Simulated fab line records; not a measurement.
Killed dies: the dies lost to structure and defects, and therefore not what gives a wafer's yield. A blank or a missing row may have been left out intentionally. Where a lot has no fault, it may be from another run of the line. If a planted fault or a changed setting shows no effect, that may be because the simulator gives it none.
Matching of chambers	flow n5 finfet	N5_GATE_CUT_STRIP_59 on rie diel-05: 4 sister chambers
The step strips in N2/H2, time 20 s. 4 wafers are shown with their chamber, then 10 later ones without.

EACH WAFER AND ITS CHAMBER
wafer	chamber	throttle valve pct (%)
L087.2	1	12.32
L087.6	0	12.28
L092.3	2	12.59
L092.4	3	11.86

WAFERS WITH NO CHAMBER GIVEN
wafer	throttle valve pct (%)
L092.5	12.61
L095.1	12.34
L095.5	12.62
L095.6	11.87
L097.1	12.35
L097.2	12.63
L097.3	12.37
L097.4	11.88
L097.5	11.88
L097.6	12.65

THE CHAMBER EACH PASSED THROUGH
wafer	from the rows above	in truth
L092.5	2	2
L095.1	can't be placed: 1 or 0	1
L095.5	2	2
L095.6	3	3
L097.1	can't be placed: 1 or 0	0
L097.2	2	2
L097.3	can't be placed: 1 or 0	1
L097.4	3	3
L097.5	3	3
L097.6	2	2
7 of 10 placed correctly. Not placeable from these rows: 3 (in 3, the candidates include the true chamber). Wrongly placed: 0.
How it was worked out, from the rows above alone: a wafer's distance from a chamber is the root of the sum, over the readings, of the square of ((its reading less the chamber's mean) divided by the reading's scatter). If the next closest chamber is less than 2 further off than the closest, the wafer can't be placed; otherwise it belongs to the closest. The mean given for a chamber averages the wafers shown for that chamber. The scatter: root of mean squared gap, hidden wafer to nearest shown wafer, with one shown wafer a chamber.
